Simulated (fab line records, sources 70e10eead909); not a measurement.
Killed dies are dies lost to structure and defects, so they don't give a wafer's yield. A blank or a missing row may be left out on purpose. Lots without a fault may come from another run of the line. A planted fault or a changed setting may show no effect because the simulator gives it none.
fab line records | flow nand_harc | part 2 of 2: steps 4 to 6 of 6
record lots=24 wafers=72 last_day=33
route steps=1302 shown A_STAIRCASE@886 A_SGD_CUT@902 A_SLIT@943 A_WL_FILL@957
lots that met no fault: from a run of the same line without faults
start_h: hours from the record's first day to the start of the lot's first wafer shown | wait_h: hours since the lot's step before | " the same as in the row above | L1.1+2: a row that stands for several wafers | - no value, or no start given | * or withheld: withheld | < > ~ a bound
route shown NAME@n: a module of which the file shows steps, and the number in the route of the first | usual: mean/standard deviation of fault-free wafers | same: alike in all rows | chamber/n: place in a boat | sites: the reading at each site | _std_site: their standard deviation | _edge_site: outer sites' mean less inner sites' | radius_mm: how far each site lies from the wafer's centre | mask NAME#n: copy n | behind: the tool/chamber that last shaped the wafer | hold: why the lot was held/for how many hours/how that ended | device: the transistor (n, p or np) that didn't switch | end of line: the same wafers' tests at the end of the route | a step without rows: its recipe alone | killed: dies lost to structure and defects at the first sort, not the wafer's yield | map: a wafer's dies, x killed, . not, _ none there
set.NAME: the setting as run; set.NAME@STEP: as run at that earlier step | model.NAME: the simulator's own value behind a step, which no gauge read
steps of the route over a sample of lots; a table a step, a row a wafer
services: from which hour (start_h, from the record's first day; less than 0 if before it) a tool's chamber was out of use, for how many hours, and why
## steps
# step NHARC_A_SLIT_STRIP_18
# recipe o2_flow_sccm=500 ar_flow_sccm=0 bias_w=0 chemistry=O2
# usual drypump_motor_current_A=5.8/0.56 o2_flow_sccm=500.2/1.4 oes_product_au=1.003/0.0096 rf_vpp_V=58.0/0.81 showerhead_plenum_p_Torr=3.60/0.13 throttle_valve_pct=17.037/0.0089
# columns lot.wafer tool chamber start_h wait_h drypump_motor_current_A o2_flow_sccm oes_product_au rf_hours_counter_h rf_vpp_V showerhead_plenum_p_Torr throttle_valve_pct
L075.1 rie_diel-10 0 - - 5.8 499.5 0.992 1.3 58.2 3.67 17.043
L075.2 " 1 " " 5.4 498.8 0.989 2.0 59.0 3.52 17.020
L075.3 " 2 " " 5.6 496.0 0.990 2.1 58.1 3.53 17.019
L074.4 rie_diel-04 3 - - 4.8 500.1 0.994 5.3 58.4 3.76 17.051
L074.3 " 1 " " 5.7 503.0 1.008 6.2 58.4 3.53 17.016
L074.1 " 2 " " 6.3 500.5 1.009 6.0 57.0 3.38 17.047
L076.2 rie_diel-04 1 - - 5.8 500.1 1.010 6.5 57.7 3.53 17.024
L076.5 " 2 " " 6.3 499.5 1.013 - 57.1 3.38 17.035
L076.6 " 3 " " 4.8 501.7 1.009 - 58.7 3.76 17.026
L077.2 rie_diel-04 2 - - 6.3 498.9 1.010 6.4 59.4 3.38 17.029
L077.3 " 3 " " 4.8 501.9 1.014 5.9 58.6 3.76 17.035
L077.5 " 2 " " 6.2 500.4 1.011 - 58.4 3.38 17.038
L079.2 rie_diel-09 2 - - 6.2 499.4 1.007 11.2 58.0 3.70 17.047
L079.3 " 3 " " 5.9 498.2 1.008 11.1 57.4 3.72 17.030
L079.5 " 3 " " 5.9 501.9 1.009 - 59.3 3.72 17.027
L078.4 rie_diel-10 2 - - 5.6 499.7 1.006 5.4 58.8 3.52 17.038
L078.3 " 3 " " 5.6 499.4 0.999 4.0 57.2 3.78 17.035
L078.6 " 2 " " 5.6 500.8 0.997 - 58.6 3.52 17.040
L081.1 rie_diel-04 0 - - 6.9 501.1 1.015 9.0 58.3 3.35 17.023
L081.2 " 2 " " 6.3 502.5 1.015 8.9 57.0 3.38 17.041
L081.5 " 3 " " 4.8 501.7 1.016 - 57.3 3.76 17.038
L082.1 rie_diel-10 1 - - 5.4 501.3 0.997 6.1 59.4 3.52 17.056
L082.2 " 2 " " 5.7 501.0 1.001 7.4 57.3 3.52 17.030
L082.6 " 1 " " 5.4 500.6 1.007 - 57.1 3.52 17.052
L080.3 rie_diel-10 3 - - 5.6 499.9 1.000 7.1 57.9 3.78 17.045
L080.1 " 0 " " 5.8 501.1 0.999 7.6 58.7 3.66 17.047
L080.6 " 1 " " 5.4 498.5 1.012 - 58.4 3.52 17.043
L083.1 rie_diel-10 2 - - 5.6 500.8 0.997 8.3 57.8 3.52 17.028
L083.3 " 3 " " 5.6 501.4 0.999 7.6 59.1 3.78 17.062
L083.5 " 3 " " 5.6 500.0 1.008 - 58.5 3.78 17.044
L084.4 rie_diel-04 0 - - 6.8 498.4 1.005 - 58.6 3.35 17.018
L084.6 " 2 " " 6.3 499.5 1.008 - 57.3 3.38 17.033
L084.5 " 3 " " 4.8 499.6 1.009 - 57.1 3.76 17.035
L085.4 rie_diel-10 3 - - 5.6 499.4 0.988 10.4 58.3 3.77 17.044
L085.1 " 0 " " 5.8 497.3 0.989 10.9 57.7 3.66 17.041
L085.6 " 1 " " 5.4 500.2 0.995 - 56.8 3.52 17.047
L087.4 rie_diel-09 1 - - 5.2 500.7 1.005 4.0 57.8 3.63 17.028
L087.2 " 2 " " 6.2 500.4 1.000 4.0 58.2 3.69 17.027
L087.5 " 1 " " 5.2 502.9 0.996 - 57.8 3.63 17.049
L086.1 rie_diel-09 0 - - 6.4 500.6 1.003 4.2 57.9 3.61 17.020
L086.3 " 1 " " 5.2 499.9 0.997 4.1 58.4 3.63 17.047
L086.6 " 3 " " 5.9 501.3 1.023 - 56.9 3.72 17.041
L089.1 rie_diel-09 1 - - 5.3 500.5 0.990 4.3 57.7 3.63 17.041
L089.3 " 3 " " 5.9 498.7 1.006 5.6 59.4 3.72 17.027
L089.5 " 0 " " 6.4 500.6 1.009 - 58.0 3.61 17.039
L088.4 rie_diel-09 3 - - 5.9 500.6 1.018 5.8 58.0 3.71 17.052
L088.3 " 0 " " 6.4 500.4 1.014 4.6 58.2 3.61 17.046
L088.5 " 2 " " 6.2 500.6 1.007 - 58.2 3.69 17.047
L092.4 rie_diel-09 3 - - 5.9 499.4 1.012 7.0 57.5 3.72 17.035
L092.1 " 0 " " 6.4 500.3 1.007 5.8 57.1 3.61 17.032
L092.5 " 1 " " 5.2 501.4 1.001 - 59.0 3.63 17.026
L090.1 rie_diel-04 0 - - 6.8 500.6 1.003 6.3 57.9 3.35 17.038
L090.5 " 3 " " 4.8 500.5 1.001 - 57.9 3.76 17.047
L090.4 " 0 " " 6.8 498.8 0.996 - 57.0 3.35 17.039
L091.2 rie_diel-09 0 - - 6.4 498.9 1.019 6.0 57.5 3.61 17.046
L091.4 " 1 " " 5.3 501.3 0.998 5.6 57.5 3.63 17.037
L091.5 " 2 " " 6.1 501.3 1.006 - 58.1 3.69 17.045
L093.1 rie_diel-09 1 - - 5.2 500.8 0.994 6.8 59.4 3.63 17.039
L093.4 " 3 " " 5.9 499.1 1.008 8.2 58.5 3.71 17.034
L093.5 " 1 " " 5.3 497.9 0.992 - 57.0 3.63 17.026
L095.2 rie_diel-04 0 664.54 0.1 6.8 501.6 1.002 7.2 57.6 3.35 17.017
L095.3 " 0 " " 6.8 502.1 0.994 - 57.7 3.35 17.038
L095.6 " 3 " " 4.8 500.0 0.991 - 58.7 3.76 17.031
L094.1 rie_diel-10 2 - - 5.6 502.0 0.984 3.9 56.6 3.52 17.028
L094.4 " 3 " " 5.5 498.1 1.002 5.2 57.5 3.77 17.034
L094.2 " 0 " " 5.8 501.1 1.005 5.4 58.0 3.66 17.042
L097.4 rie_diel-09 1 - - 5.3 501.3 0.991 7.9 56.8 3.63 17.040
L097.3 " 2 " " 6.2 498.0 1.007 7.8 57.4 3.69 17.046
L097.6 " 3 " " 5.9 501.9 1.021 - 58.2 3.71 17.033
L096.1 rie_diel-09 1 - - 5.3 498.0 1.000 0.0 57.1 3.63 17.045
L096.6 " 1 " " 5.2 498.8 0.988 - 57.6 3.63 17.047
L096.5 " 2 " " 6.2 501.9 1.005 - 58.1 3.69 17.045
# step NHARC_A_WL_FILL_ETCHBACK_04
# recipe target_depth_a=600 time_s=120 chemistry=NF3
# usual drypump_motor_current_A=5.4/0.54 oes_product_au=0.998/0.0098
# columns lot.wafer tool chamber start_h wait_h drypump_motor_current_A oes_product_au rf_hours_counter_h
L075.1 rie_metal-03 1 461.12 0.3 5.4 1.001 2.3
L075.2 " 0 " " 4.7 0.989 2.3
L075.3 " 1 " " 5.4 1.008 -
L074.1 rie_metal-02 1 474.91 0.4 6.4 1.001 0.1
L074.3 " 0 " " 5.4 0.995 -
L074.4 " 1 " " 6.4 1.001 -
L076.2 rie_metal-02 1 485.23 0.3 6.5 0.998 0.3
L076.6 " 0 " " 5.4 0.996 -
L076.5 " 1 " " 6.4 1.007 -
L077.2 rie_metal-03 0 493.44 0.4 4.6 0.998 2.8
L077.3 " 0 " " 4.7 0.995 -
L077.5 " 1 " " 5.4 0.995 -
L079.2 rie_metal-01 1 501.74 0.3 4.9 0.970 1.8
L079.3 " 0 " " 5.6 1.007 -
L079.5 " 0 " " 5.6 0.999 -
L078.4 rie_metal-02 1 502.20 0.2 6.4 1.004 -
L078.3 " 0 " " 5.4 0.996 -
L078.6 " 0 " " 5.4 0.992 -
L081.2 rie_metal-02 1 539.06 0.3 6.4 1.009 1.3
L081.1 " 0 " " 5.4 1.003 0.8
L081.5 " 1 " " 6.4 1.006 -
L082.1 rie_metal-03 0 539.12 0.3 4.6 0.999 0.0
L082.2 " 1 " " 5.4 0.975 0.0
L082.6 " 1 " " 5.4 0.994 -
L080.1 rie_metal-01 0 543.57 0.3 5.6 0.997 1.8
L080.3 " 1 " " 4.9 0.978 -
L080.6 " 0 " " 5.6 0.990 -
L083.1 rie_metal-01 0 549.06 0.3 5.6 0.987 2.1
L083.3 " 1 " " 4.9 0.982 -
L083.5 " 0 " " 5.6 1.002 -
L084.4 rie_metal-03 1 582.83 0.3 5.4 0.995 -
L084.5 " 0 " " 4.7 0.995 -
L084.6 " 1 " " 5.4 0.993 -
L085.1 rie_metal-03 0 591.19 0.3 4.7 0.994 1.0
L085.4 " 0 " " 4.7 0.983 -
L085.6 " 0 " " 4.7 0.988 -
L087.2 rie_metal-01 0 591.46 0.3 5.6 1.006 0.2
L087.4 " 1 " " 4.9 0.994 -
L087.5 " 0 " " 5.6 0.997 -
L086.1 rie_metal-03 1 595.08 0.3 5.4 0.999 1.3
L086.3 " 1 " " 5.4 1.001 -
L086.6 " 1 " " 5.4 1.007 -
L089.1 rie_metal-01 1 607.16 0.4 4.9 0.993 0.5
L089.3 " 1 " " 4.9 1.001 -
L089.5 " 0 " " 5.6 0.997 -
L088.3 rie_metal-02 0 612.16 0.3 5.4 0.997 -
L088.4 " 1 " " 6.4 1.002 -
L088.5 " 0 " " 5.4 0.995 -
L092.1 rie_metal-02 0 623.06 0.4 5.4 0.996 2.6
L092.4 " 0 " " 5.4 0.990 -
L092.5 " 1 " " 6.4 0.997 -
L090.1 rie_metal-02 0 626.85 0.3 5.4 0.991 2.8
L090.4 " 1 " " 6.4 1.007 -
L090.5 " 1 " " 6.4 1.006 -
L091.2 rie_metal-01 1 635.80 0.4 4.9 1.004 1.2
L091.4 " 1 " " 4.9 1.010 -
L091.5 " 0 " " 5.6 1.006 -
L093.1 rie_metal-01 1 666.26 0.3 4.9 0.987 1.5
L093.4 " 0 " " 5.6 1.021 -
L093.5 " 0 " " 5.6 1.017 -
L095.2 rie_metal-03 1 673.23 0.4 5.4 0.995 2.2
L095.3 " 1 " " 5.3 0.997 -
L095.6 " 1 " " 5.4 0.985 -
L094.2 rie_metal-01 0 677.61 0.3 5.6 1.012 1.7
L094.1 " 1 " " 4.9 0.998 1.7
L094.4 " 1 " " 4.9 1.001 -
L097.3 rie_metal-03 0 677.83 0.3 4.7 1.000 -
L097.4 " 1 " " 5.4 1.000 -
L097.6 " 0 " " 4.6 0.997 -
L096.1 rie_metal-01 1 692.64 0.3 4.9 1.004 2.4
L096.5 " 1 " " 4.9 1.005 -
L096.6 " 0 " " 5.6 1.023 -
# step NHARC_A_WL_FILL_ETCHBACK_05
# recipe target_depth_a=220 time_s=60 temp_c=40 chemistry=Cl2/BCl3
# usual drypump_motor_current_A=5.4/0.55 oes_product_au=0.998/0.0092
# columns lot.wafer tool chamber start_h wait_h drypump_motor_current_A oes_product_au rf_hours_counter_h
L075.2 rie_metal-03 0 461.36 0.2 4.7 0.994 2.4
L075.1 " 1 " " 5.4 0.998 2.4
L075.3 " 1 " " 5.4 1.008 -
L074.1 rie_metal-02 0 475.18 0.2 5.4 0.993 0.2
L074.4 " 1 " " 6.4 0.998 -
L074.3 " 0 " " 5.4 0.989 -
L076.2 rie_metal-02 1 485.44 0.2 6.4 1.005 0.4
L076.5 " 1 " " 6.5 1.011 -
L076.6 " 0 " " 5.4 1.000 -
L077.2 rie_metal-03 1 493.65 0.2 5.4 1.008 2.9
L077.3 " 1 " " 5.4 1.009 -
L077.5 " 1 " " 5.4 0.997 -
L079.2 rie_metal-01 0 501.99 0.2 5.6 1.006 1.3
L079.3 " 1 " " 4.9 0.986 -
L079.5 " 0 " " 5.6 0.996 -
L078.3 rie_metal-02 1 502.40 0.1 6.4 0.998 -
L078.4 " 0 " " 5.4 0.992 -
L078.6 " 1 " " 6.4 0.988 -
L081.1 rie_metal-02 0 539.30 0.2 5.4 0.997 1.0
L081.2 " 1 " " 6.3 1.000 1.4
L081.5 " 1 " " 6.4 0.996 -
L082.1 rie_metal-03 1 539.36 0.2 5.4 0.993 0.1
L082.2 " 0 " " 4.7 0.995 0.1
L082.6 " 0 " " 4.7 0.997 -
L080.1 rie_metal-01 0 543.82 0.2 5.6 0.986 2.0
L080.3 " 1 " " 4.9 0.981 -
L080.6 " 0 " " 5.6 0.995 -
L083.1 rie_metal-01 1 549.32 0.2 4.9 1.000 2.8
L083.3 " 1 " " 4.9 0.989 -
L083.5 " 1 " " 4.9 0.977 -
L084.4 rie_metal-03 0 583.01 0.1 4.7 0.984 -
L084.6 " 1 " " 5.3 0.993 -
L084.5 " 0 " " 4.7 0.995 -
L085.1 rie_metal-03 0 591.44 0.2 4.7 0.988 1.2
L085.4 " 0 " " 4.7 0.987 -
L085.6 " 1 " " 5.4 1.003 -
L087.2 rie_metal-01 0 591.71 0.2 5.6 1.003 0.4
L087.4 " 0 " " 5.6 1.005 -
L087.5 " 1 " " 4.9 1.011 -
L086.1 rie_metal-03 0 595.28 0.2 4.7 0.990 1.4
L086.3 " 1 " " 5.4 0.994 -
L086.6 " 1 " " 5.4 0.996 -
L089.1 rie_metal-01 1 607.36 0.2 4.9 1.000 0.7
L089.3 " 1 " " 4.9 1.001 -
L089.5 " 1 " " 4.9 0.997 -
L088.3 rie_metal-02 1 612.36 0.2 6.4 1.007 -
L088.4 " 0 " " 5.5 1.001 -
L088.5 " 0 " " 5.4 1.009 -
L092.1 rie_metal-02 0 623.27 0.2 5.4 0.996 2.7
L092.4 " 0 " " 5.4 0.995 -
L092.5 " 0 " " 5.4 0.985 -
L090.1 rie_metal-02 0 627.09 0.2 5.4 1.008 2.9
L090.4 " 1 " " 6.4 1.009 -
L090.5 " 1 " " 6.4 1.003 -
L091.2 rie_metal-01 0 636.03 0.2 5.6 0.997 1.4
L091.4 " 0 " " 5.6 1.005 -
L091.5 " 0 " " 5.6 0.999 -
L093.1 rie_metal-01 1 666.51 0.2 4.9 1.012 1.6
L093.4 " 1 " " 4.9 1.002 -
L093.5 " 1 " " 4.9 1.005 -
L095.2 rie_metal-03 1 673.45 0.2 5.4 0.994 2.3
L095.3 " 1 " " 5.4 0.994 -
L095.6 " 0 " " 4.7 1.000 -
L094.1 rie_metal-01 1 677.85 0.2 4.9 0.990 1.8
L094.2 " 0 " " 5.6 1.005 1.8
L094.4 " 1 " " 4.9 1.002 -
L097.4 rie_metal-03 1 678.03 0.1 5.4 1.002 -
L097.3 " 0 " " 4.7 1.008 -
L097.6 " 0 " " 4.7 0.997 -
L096.1 rie_metal-01 0 692.88 0.2 5.6 1.007 2.5
L096.6 " 0 " " 5.6 1.009 -
L096.5 " 1 " " 4.9 0.997 -
## services
# columns tool chamber start_h hours kind
rie_metal-01 0 411.27 28.1 repair
rie_diel-12 - 445.41 9.0 pm
rie_metal-02 - 454.00 9.0 pm
rie_diel-09 1 464.49 6.6 repair
cmp-03 - 465.03 4.0 pm
rie_diel-12 3 483.22 9.7 repair
rie_diel-12 2 487.97 14.6 repair
rie_metal-02 0 490.54 7.4 repair
rie_diel-12 1 491.40 6.6 repair
rie_diel-09 - 497.10 9.0 pm
rie_diel-09 0 512.21 14.9 repair
rie_metal-03 - 519.04 9.0 pm
rie_metal-02 - 540.61 2.1 repair
rie_diel-12 2 546.05 4.6 repair
cmp-03 - 563.18 4.0 pm
rie_diel-12 - 566.82 0.9 repair
rie_metal-01 - 575.00 9.0 pm
cmp-03 - 610.13 2.1 repair
rie_diel-12 3 614.54 14.1 repair
rie_diel-12 - 622.41 9.0 pm
rie_metal-02 - 631.00 9.0 pm
rie_diel-12 1 648.93 7.2 repair
rie_metal-02 1 657.08 48.9 repair
cmp-03 - 661.18 4.0 pm
